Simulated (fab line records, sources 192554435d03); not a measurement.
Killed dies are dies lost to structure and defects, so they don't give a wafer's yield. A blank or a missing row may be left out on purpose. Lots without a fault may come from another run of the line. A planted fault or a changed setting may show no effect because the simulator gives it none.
fab line records | flow n5_finfet | part 1 of 2: steps 1 to 21 of 30
record lots=5 wafers=15 last_day=16
route steps=1938 shown BEOL_M13@1695 BEOL_M14@1716
lots that met no fault: from a run of the same line without faults
start_h: hours from the record's first day to the start of the lot's first wafer shown | wait_h: hours since the lot's step before | " the same as in the row above | L1.1+2: a row that stands for several wafers | - no value, or no start given | * or withheld: withheld | < > ~ a bound
route shown NAME@n: a module of which the file shows steps, and the number in the route of the first | usual: mean/standard deviation of fault-free wafers | same: alike in all rows | chamber/n: place in a boat | sites: the reading at each site | _std_site: their standard deviation | _edge_site: outer sites' mean less inner sites' | radius_mm: how far each site lies from the wafer's centre | mask NAME#n: copy n | behind: the tool/chamber that last shaped the wafer | hold: why the lot was held/for how many hours/how that ended | device: the transistor (n, p or np) that didn't switch | end of line: the same wafers' tests at the end of the route | a step without rows: its recipe alone | killed: dies lost to structure and defects at the first sort, not the wafer's yield | map: a wafer's dies, x killed, . not, _ none there
set.NAME: the setting as run; set.NAME@STEP: as run at that earlier step | model.NAME: the simulator's own value behind a step, which no gauge read
lots at some steps of the route; a table a step, a row a wafer
services: from which hour (start_h, from the record's first day; less than 0 if before it) a tool's chamber was out of use, for how many hours, and why
## steps
# step N5_BEOL_M13_STRIP_69
# recipe chemistry=N2/H2 temp_c=40 n2_flow_sccm=200 h2_flow_sccm=200 rf_frequency_hz=6e+07
# columns lot.wafer tool chamber start_h wait_h
L086.2+5+6 rie_diel-01 0,2,1 312.50 0.1
L087.1+5+6 rie_diel-05 3,0,1 314.12 0.1
L085.3+4+6 rie_diel-02 1,2,0 317.33 0.1
L090.4+5+6 rie_diel-02 0,1,0 341.35 0.1
L089.1+4+5 rie_diel-02 0,3,3 342.11 0.1
# step N5_BEOL_M13_TRENCH_ETCH_34
# recipe chemistry=C4F8/O2/Ar target=SiOC target_depth_a=4134.7 mask_material=SOC pressure_mtorr=30 source_w=3000 bias_w=700 Ar_flow_sccm=400 C4F8_flow_sccm=15 O2_flow_sccm=8 he_inner_torr=15 he_outer_torr=30 time_s=162.6 ion_energy_ev=250
# usual O2_flow_sccm=8.001/0.025 bias_w=699.9/1.9 drypump_motor_current_A=5.8/0.42 he_inner_torr=15.00/0.03 oes_product_au=0.74/0.077 rf_fwd_power_W=2991/10 rf_vpp_V=665/3.3 showerhead_plenum_p_Torr=3.41/0.12 throttle_valve_pct=24.25/0.2
# columns lot.wafer tool chamber start_h wait_h O2_flow_sccm bias_w drypump_motor_current_A he_inner_torr oes_product_au rf_fwd_power_W rf_hours_counter_h rf_vpp_V showerhead_plenum_p_Torr throttle_valve_pct
L086.2 rie_diel-01 0 312.51 0.0 8.023 700.3 6.0 14.99 0.75 2983 189 661 3.26 24.38
L086.5 " 2 " " 7.950 700.6 6.0 14.98 0.69 3001 - 670 3.52 24.48
L086.6 " 1 " " 7.975 696.6 6.5 14.95 0.85 2976 - 665 3.43 24.02
L087.1 rie_diel-05 3 314.13 0.0 7.957 697.9 5.6 14.97 0.94 2986 3 666 3.51 23.96
L087.5 " 0 " " 8.017 698.3 5.9 15.00 0.80 2980 - 669 3.57 24.32
L087.6 " 1 " " 7.978 700.3 5.7 14.98 0.69 3001 - 662 3.27 24.76
L085.3 rie_diel-02 1 317.34 0.0 7.979 700.6 6.2 15.00 0.69 2974 229 668 3.52 24.27
L085.4 " 2 " " 8.004 699.4 5.0 15.01 0.70 2998 226 665 3.36 24.06
L085.6 " 0 " " 8.010 700.1 5.7 15.03 0.71 2992 - 665 3.39 24.10
L090.4 rie_diel-02 0 341.36 0.0 7.967 702.1 5.8 15.03 0.70 2996 210 666 3.38 24.09
L090.5 " 1 " " 7.978 701.4 6.2 14.97 0.69 2997 - 666 3.51 24.30
L090.6 " 0 " " 8.009 701.2 5.7 14.98 0.70 3005 - 664 3.38 24.10
L089.1 rie_diel-02 0 342.12 0.0 7.996 703.1 5.8 15.02 0.69 2996 211 666 3.38 24.11
L089.4 " 3 " " 7.996 700.2 5.9 14.99 0.66 3007 247 660 3.23 24.26
L089.5 " 3 " " 7.974 698.5 5.9 14.99 0.67 2999 - 661 3.23 24.28
# step N5_BEOL_M13_STRIP_70
# recipe chemistry=C4F8/O2/Ar resist=SiARC rf_frequency_hz=6e+07
# columns lot.wafer tool chamber start_h wait_h
L086.2+5+6 rie_diel-01 0,2,1 312.64 0.1
L087.1+5+6 rie_diel-05 3,0,1 314.26 0.1
L085.3+4+6 rie_diel-02 1,2,0 317.47 0.1
L090.4+5+6 rie_diel-02 0,1,0 341.49 0.1
L089.1+4+5 rie_diel-02 0,3,3 342.25 0.1
# step N5_BEOL_M13_OCD_MEAS_35
# usual trench_depth_nm=411/7.2
# columns lot.wafer tool chamber start_h wait_h trench_depth_nm
L086.2 ocd-01 - 312.68 0.0 408
L086.5 " - " " 396
L086.6 " - " " 423
L087.1 ocd-01 - 314.30 0.0 418
L087.5 " - " " 413
L087.6 " - " " 402
L085.3 ocd-02 - 317.52 0.0 406
L085.4 " - " " 408
L085.6 " - " " 415
L090.4 ocd-01 - 341.54 0.0 417
L090.5 " - " " 407
L090.6 " - " " 415
L089.1 ocd-02 - 342.29 0.0 410
L089.4 " - " " 402
L089.5 " - " " 402
# step N5_BEOL_M13_STRIP_37
# recipe chemistry=N2/H2 power_w=1000 temp_c=250 h2_frac=0.65 overash_fraction=0.3 pressure_mtorr=withheld n2_flow_sccm=1750 h2_flow_sccm=3250
# usual drypump_motor_current_A=5.78/0.12 heater_power_w=295/15 oes_product_au=0.784/0.0097
# same overash_fraction=0.3
# columns lot.wafer tool chamber start_h wait_h drypump_motor_current_A heater_power_w oes_product_au rf_hours_counter_h
L086.2 plasma_asher-02 1 312.72 0.0 5.96 306 0.777 135
L086.5 " 1 " " 5.93 304 0.782 -
L086.6 " 0 " " 5.69 275 0.807 -
L087.1 plasma_asher-02 1 314.54 0.2 5.93 302 0.791 136
L087.5 " 1 " " 5.94 297 0.781 -
L087.6 " 0 " " 5.66 277 0.779 -
L085.3 plasma_asher-02 1 317.57 0.1 5.95 309 0.781 -
L085.4 " 0 " " 5.68 276 0.797 -
L085.6 " 1 " " 5.95 310 0.788 -
L090.4 plasma_asher-02 1 341.82 0.3 5.95 305 0.786 -
L090.5 " 1 " " 5.95 311 0.791 -
L090.6 " 0 " " 5.71 278 0.776 -
L089.1 plasma_asher-01 1 342.33 0.0 5.65 297 0.796 86
L089.4 " 0 " " 5.80 307 0.784 -
L089.5 " 1 " " 5.71 303 0.785 -
# step N5_BEOL_M13_ETCH_38
# recipe chemistry=CF4/N2 target=SiCN target_depth_a=675 taper_deg=2 time_s=71.9 ion_energy_ev=150 mask_material=SiO2 pressure_mtorr=40 source_w=430 bias_w=70 Ar_flow_sccm=100 cf4_flow_sccm=60 n2_flow_sccm=60
# usual bias_w=70.00/0.21 drypump_motor_current_A=5.8/0.42 oes_product_au=0.73/0.063 rf_fwd_power_W=428.1/1.3 rf_vpp_V=382.3/1.9 showerhead_plenum_p_Torr=2.21/0.074 throttle_valve_pct=15.54/0.16
# columns lot.wafer tool chamber start_h wait_h bias_w drypump_motor_current_A oes_product_au rf_fwd_power_W rf_hours_counter_h rf_vpp_V showerhead_plenum_p_Torr throttle_valve_pct
L086.2 rie_diel-01 0 316.43 - 70.36 6.0 0.74 428.4 191 379.5 2.11 15.71
L086.5 " 1 " " 69.94 6.5 0.82 429.9 - 381.8 2.23 15.34
L086.6 " 0 " " 70.50 6.0 0.73 426.6 - 380.7 2.11 15.71
L087.1 rie_diel-02 3 322.05 - 69.92 5.9 0.66 427.8 241 381.6 2.09 15.63
L087.5 " 3 " " 69.91 5.9 0.66 430.4 - 379.8 2.09 15.64
L087.6 " 0 " " 69.80 5.8 0.71 428.0 - 381.1 2.19 15.43
L085.3 rie_diel-02 0 322.30 - 70.21 5.8 0.72 427.1 204 382.5 2.19 15.47
L085.4 " 1 " " 70.05 6.2 0.70 426.6 229 383.0 2.27 15.55
L085.6 " 1 " " 69.93 6.2 0.70 428.1 - 383.3 2.27 15.56
L090.4 rie_diel-02 2 343.75 - 69.74 4.9 0.69 428.7 235 381.3 2.17 15.42
L090.5 " 0 " " 70.13 5.7 0.71 429.2 - 380.6 2.19 15.48
L090.6 " 3 " " 70.15 5.9 0.67 427.5 - 378.5 2.09 15.65
L089.1 rie_diel-02 2 343.89 - 70.15 4.9 0.69 431.3 235 382.8 2.17 15.42
L089.4 " 0 " " 69.88 5.7 0.70 430.1 211 381.9 2.19 15.48
L089.5 " 0 " " 69.69 5.7 0.70 427.0 - 380.3 2.19 15.48
# step N5_BEOL_M13_PRECLEAN_39
# recipe chemistry=residue_remover time_s=60 temp_c=40
# usual bath_heat_duty_pct=4.6/0.63
# columns lot.wafer tool chamber start_h wait_h bath_heat_duty_pct
L086.2 wet_bench-01 5 316.56 0.1 4.5
L086.5 " 0 " " 4.3
L086.6 " 6 " " 6.7
L087.1 wet_bench-01 6 322.18 0.1 5.6
L087.5 " 5 " " 4.9
L087.6 " 7 " " 4.9
L085.3 wet_bench-03 0 322.43 0.1 4.4
L085.4 " 7 " " 4.5
L085.6 " 1 " " 4.6
L090.4 wet_bench-02 0 343.88 0.1 5.6
L090.5 " 6 " " 4.0
L090.6 " 3 " " 4.5
L089.1 wet_bench-02 7 344.02 0.1 5.0
L089.4 " 2 " " 3.9
L089.5 " 4 " " 3.7
# step N5_BEOL_M13_SRD_40
# recipe time_s=30 temp_c=23 rinse_liquid=diw dry=n2_spin spin_rpm=1500 dry_time_s=30
# usual bath_heat_duty_pct=3.7/0.51
# columns lot.wafer tool chamber start_h wait_h bath_heat_duty_pct
L086.2 wet_bench-01 5 316.60 0.0 4.0
L086.5 " 0 " " 3.7
L086.6 " 6 " " 4.2
L087.1 wet_bench-01 6 322.22 0.0 4.4
L087.5 " 5 " " 3.8
L087.6 " 7 " " 4.1
L085.3 wet_bench-03 0 322.45 0.0 3.2
L085.4 " 7 " " 3.9
L085.6 " 1 " " 4.1
L090.4 wet_bench-02 0 343.90 0.0 4.1
L090.5 " 6 " " 3.3
L090.6 " 3 " " 3.6
L089.1 wet_bench-02 7 344.04 0.0 3.4
L089.4 " 2 " " 3.9
L089.5 " 4 " " 2.7
# step N5_BEOL_M13_DEGAS_41
# recipe ambient=vacuum temp_c=250 time_s=60
# usual heater_power_w=334/40
# columns lot.wafer tool chamber start_h wait_h heater_power_w
L086.2 pvd_sputter-02 - 317.23 0.6 391
L086.5 " - " " 314
L086.6 " - " " 387
L087.1 pvd_sputter-02 - 322.57 0.3 323
L087.5 " - " " 400
L087.6 " - " " 323
L085.3 pvd_sputter-01 - 322.77 0.3 392
L085.4 " - " " 321
L085.6 " - " " 392
L090.4 pvd_sputter-01 - 344.24 0.3 321
L090.5 " - " " 285
L090.6 " - " " 321
L089.1 pvd_sputter-03 - 344.59 0.5 320
L089.4 " - " " 396
L089.5 " - " " 395
# step N5_BEOL_M13_PRE_CLEAN_42
# recipe gas=H2/He time_s=30 temp_c=250
# usual heater_power_w=334/41
# columns lot.wafer tool chamber start_h wait_h heater_power_w
L086.2 pvd_sputter-02 - 317.27 0.0 387
L086.5 " - " " 316
L086.6 " - " " 386
L087.1 pvd_sputter-02 - 322.61 0.0 319
L087.5 " - " " 399
L087.6 " - " " 331
L085.3 pvd_sputter-01 - 322.81 0.0 395
L085.4 " - " " 312
L085.6 " - " " 389
L090.4 pvd_sputter-01 - 344.28 0.0 326
L090.5 " - " " 288
L090.6 " - " " 320
L089.1 pvd_sputter-03 - 344.63 0.0 330
L089.4 " - " " 400
L089.5 " - " " 389
# step N5_BEOL_M13_SPUTTER_43
# recipe material=TaN target_thk_a=150 temp_c=50 bias_v=168.6 power_w=15000 chamber_pressure_pa=0.12 time_s=24.19
# usual throttle_valve_pct=30.2/0.6
# columns lot.wafer tool chamber start_h wait_h throttle_valve_pct
L086.2 pvd_sputter-02 - 317.31 0.0 30.4
L086.5 " - " " 31.7
L086.6 " - " " 30.2
L087.1 pvd_sputter-02 - 322.65 0.0 29.8
L087.5 " - " " 30.6
L087.6 " - " " 29.7
L085.3 pvd_sputter-01 - 322.85 0.0 30.2
L085.4 " - " " 30.3
L085.6 " - " " 30.2
L090.4 pvd_sputter-01 - 344.32 0.0 29.2
L090.5 " - " " 30.0
L090.6 " - " " 30.3
L089.1 pvd_sputter-03 - 344.67 0.0 30.2
L089.4 " - " " 29.3
L089.5 " - " " 29.3
# step N5_BEOL_M13_SPUTTER_44
# recipe material=Ta target_thk_a=100 temp_c=50 bias_v=80 power_w=15000 chamber_pressure_pa=0.07 time_s=16.13
# usual throttle_valve_pct=30.2/0.6
# columns lot.wafer tool chamber start_h wait_h throttle_valve_pct
L086.2 pvd_sputter-02 - 317.39 0.0 30.4
L086.5 " - " " 31.8
L086.6 " - " " 30.6
L087.1 pvd_sputter-02 - 322.73 0.0 30.1
L087.5 " - " " 30.1
L087.6 " - " " 29.6
L085.3 pvd_sputter-01 - 322.93 0.0 30.2
L085.4 " - " " 30.3
L085.6 " - " " 30.1
L090.4 pvd_sputter-01 - 344.40 0.0 29.5
L090.5 " - " " 29.8
L090.6 " - " " 30.2
L089.1 pvd_sputter-03 - 344.75 0.0 30.4
L089.4 " - " " 29.8
L089.5 " - " " 29.5
# step N5_BEOL_M13_SPUTTER_45
# recipe material=Cu target_thk_a=800 temp_c=-20 bias_v=60 power_w=26000 chamber_pressure_pa=0.13 time_s=13.33
# usual chuck_gas_flow_sccm=1.27/0.052 throttle_valve_pct=30.1/0.61
# columns lot.wafer tool chamber start_h wait_h chuck_gas_flow_sccm throttle_valve_pct
L086.2 pvd_sputter-02 - 317.47 0.0 1.22 30.5
L086.5 " - " " 1.20 31.3
L086.6 " - " " 1.22 30.4
L087.1 pvd_sputter-02 - 322.81 0.0 1.14 30.0
L087.5 " - " " 1.21 30.2
L087.6 " - " " 1.25 29.7
L085.3 pvd_sputter-01 - 323.01 0.0 1.31 30.2
L085.4 " - " " 1.34 30.3
L085.6 " - " " 1.20 30.2
L090.4 pvd_sputter-01 - 344.48 0.0 1.27 29.7
L090.5 " - " " 1.35 29.7
L090.6 " - " " 1.29 29.9
L089.1 pvd_sputter-03 - 344.83 0.0 1.25 30.3
L089.4 " - " " 1.24 29.4
L089.5 " - " " 1.17 29.5
# step N5_BEOL_M13_ECD_47
# recipe material=Cu target_thk_a=9360
# columns lot.wafer tool chamber start_h wait_h
L086.2+5+6 ecd_cu-01 0,1,0 317.59 0.1
L087.1+5+6 ecd_cu-01 0,0,1 322.93 0.1
L085.3+4+6 ecd_cu-01 0,1,1 323.17 0.1
L090.4+5+6 ecd_cu-02 1,1,0 344.64 0.1
L089.1+4+5 ecd_cu-02 1,0,0 344.95 0.1
# step N5_BEOL_M13_ANNEAL_48
# recipe temp_c=225 time_s=90 ambient=N2
# usual wafer_temp_C_max=225.70/0.2
# columns lot.wafer tool chamber start_h wait_h wafer_temp_C_max
L086.2 rtp_anneal-02 0 317.90 0.3 225.80
L086.5 " 0 " " 225.60
L086.6 " 0 " " 226.04
L087.1 rtp_anneal-01 0 323.17 0.2 225.62
L087.5 " 0 " " 225.55
L087.6 " 0 " " 225.46
L085.3 rtp_anneal-01 0 323.71 0.5 225.68
L085.4 " 0 " " 225.86
L085.6 " 0 " " 225.92
L090.4 rtp_anneal-02 0 344.91 0.2 225.68
L090.5 " 0 " " 225.71
L090.6 " 0 " " 225.72
L089.1 rtp_anneal-02 0 345.16 0.2 226.00
L089.4 " 0 " " 226.09
L089.5 " 0 " " 225.56
# step N5_BEOL_M13_CMP_49
# recipe stop_on=SiOC t_overpolish_s=17.1 down_force_psi=1 platen_rpm=50 clearing_platen_down_force_psi=1.5 clearing_platen_rpm=50 post_cmp_clean=cu_alkaline target_thk_nm=420 clearing_platen_pad_velocity_m_s=0.99484 pad_velocity_m_s=0.99484
# usual barrier_field_endpoint_s=29.8/0.7 clearing_platen_down_force_psi=1.500/0.0035 motor_current_A=6.0/0.69 overpolish_run_s=17.101/0.0093 retaining_ring_pressure_frac=1.000/0.0045
# columns lot.wafer tool chamber start_h wait_h barrier_field_endpoint_s clearing_platen_down_force_psi motor_current_A overpolish_run_s retaining_ring_pressure_frac
L086.2 cmp-03 1 318.27 0.3 29.0 1.501 5.9 17.098 1.002
L086.5 " 2 " " 30.0 1.500 6.9 17.106 1.000
L086.6 " 3 " " 28.5 1.498 6.7 17.109 1.003
L087.1 cmp-02 0 323.46 0.3 29.8 1.497 5.4 17.097 0.999
L087.5 " 0 " " 30.3 1.501 5.0 17.091 1.000
L087.6 " 1 " " 29.6 1.504 6.6 17.105 0.991
L085.3 cmp-02 2 323.95 0.2 29.8 1.498 5.9 17.086 1.008
L085.4 " 3 " " 30.1 1.498 6.1 17.095 1.013
L085.6 " 1 " " 30.1 1.506 6.5 17.116 0.999
L090.4 cmp-04 1 345.18 0.2 29.1 1.503 6.9 17.095 0.999
L090.6 " 2 " " 29.5 1.502 6.9 17.119 0.998
L090.5 " 3 " " 29.3 1.497 4.5 17.091 0.999
L089.4 cmp-03 3 345.46 0.1 30.1 1.502 6.3 17.113 0.996
L089.1 " 2 " " 30.8 1.499 6.6 17.091 0.994
L089.5 " 0 " " 30.3 1.494 6.4 17.111 0.994
# step N5_BEOL_M13_THK_MEAS_50
# recipe thk_meas_gauge=xrf reads=Cu_of_BEOL_M13_ECD_47
# usual M13_THK=414/7.7
# columns lot.wafer tool chamber start_h wait_h M13_THK[nm]
L086.2 film_metro-01 - 318.45 - 407
L086.5 " - " " 398
L086.6 " - " " 422
L087.1 film_metro-02 - 323.76 - 425
L087.5 " - " " 420
L087.6 " - " " 409
L085.3 film_metro-02 - 324.21 - 413
L085.4 " - " " 414
L085.6 " - " " 423
L090.4 film_metro-02 - 345.37 - 423
L090.5 " - " " 414
L090.6 " - " " 424
L089.1 film_metro-02 - 345.76 - 417
L089.4 " - " " 410
L089.5 " - " " 411
# step N5_BEOL_M13_PRE_CLEAN_52
# recipe gas=NH3 time_s=15 temp_c=withheld rf_power_w=300
# usual rf_fwd_power_W=294.5/1.3
# columns lot.wafer tool chamber start_h wait_h rf_fwd_power_W
L086.2 pecvd-01 1 318.49 0.0 295.3
L086.5 " 1 " " 295.6
L086.6 " 2 " " 292.5
L087.1 pecvd-02 1 323.80 0.0 293.5
L087.5 " 2 " " 295.7
L087.6 " 0 " " 291.5
L085.3 pecvd-02 0 324.25 0.0 293.0
L085.4 " 2 " " 295.2
L085.6 " 1 " " 293.2
L090.4 pecvd-02 0 345.42 0.0 293.8
L090.5 " 1 " " 293.1
L090.6 " 2 " " 295.6
L089.1 pecvd-02 0 345.79 0.0 292.5
L089.4 " 1 " " 293.3
L089.5 " 2 " " 296.4
# step N5_BEOL_M13_DEP_53
# recipe material=SiCN target_thk_a=500 temp_c=withheld precursor=3MS/NH3 pressure_torr=3 rf_w=675 time_s=17.8
# usual rf_fwd_power_W=666/3.1 showerhead_plenum_p_Torr=4.154/0.025 throttle_valve_pct=18.3/0.89
# columns lot.wafer tool chamber start_h wait_h rf_fwd_power_W showerhead_plenum_p_Torr throttle_valve_pct
L086.2 pecvd-01 1 318.51 0.0 667 4.142 18.0
L086.5 " 1 " " 669 4.142 18.1
L086.6 " 2 " " 664 4.148 18.7
L087.1 pecvd-02 1 323.82 0.0 663 4.114 19.7
L087.5 " 2 " " 669 4.123 17.9
L087.6 " 0 " " 656 4.173 17.6
L085.3 pecvd-02 0 324.27 0.0 659 4.172 17.8
L085.4 " 2 " " 667 4.128 17.8
L085.6 " 1 " " 667 4.107 19.6
L090.4 pecvd-02 0 345.45 0.0 661 4.181 17.4
L090.5 " 1 " " 667 4.101 19.8
L090.6 " 2 " " 668 4.117 18.0
L089.1 pecvd-02 0 345.82 0.0 658 4.168 17.5
L089.4 " 1 " " 663 4.112 19.8
L089.5 " 2 " " 669 4.132 17.9
# step N5_BEOL_M13_RS_MEAS_54
# recipe thk_meas_gauge=four-point-probe reads=Cu_of_BEOL_M13_ECD_47+Ta_of_BEOL_M13_SPUTTER_44+TaN_of_BEOL_M13_SPUTTER_43
# usual M13_RS=0.0453/0.0008
# columns lot.wafer tool chamber start_h wait_h M13_RS[ohm/sq]
L086.2 film_metro-02 - 318.58 0.1 0.0456
L086.5 " - " " 0.0469
L086.6 " - " " 0.0442
L087.1 film_metro-02 - 323.89 0.0 0.0446
L087.5 " - " " 0.0452
L087.6 " - " " 0.0463
L085.3 film_metro-01 - 324.34 0.1 0.0459
L085.4 " - " " 0.0457
L085.6 " - " " 0.0446
L090.4 film_metro-02 - 345.50 0.0 0.0447
L090.5 " - " " 0.0458
L090.6 " - " " 0.0447
L089.1 film_metro-01 - 345.88 0.0 0.0451
L089.4 " - " " 0.0462
L089.5 " - " " 0.0462
# step N5_BEOL_M13_INSPECT_55
# recipe inspect_instrument=darkfield mode=post_dep
# usual raw_defect_count=73/22
# columns lot.wafer tool chamber start_h wait_h raw_defect_count
L086.2 defect_inspect-02 - 318.61 0.0 46
L086.5 " - " " 78
L086.6 " - " " 96
L087.1 defect_inspect-02 - 323.91 0.0 53
L087.5 " - " " 73
L087.6 " - " " 53
L085.3 defect_inspect-02 - 324.36 0.0 46
L085.4 " - " " 69
L085.6 " - " " 116
L090.4 defect_inspect-02 - 345.52 0.0 128
L090.5 " - " " 77
L090.6 " - " " 76
L089.1 defect_inspect-02 - 345.91 0.0 77
L089.4 " - " " 56
L089.5 " - " " 44
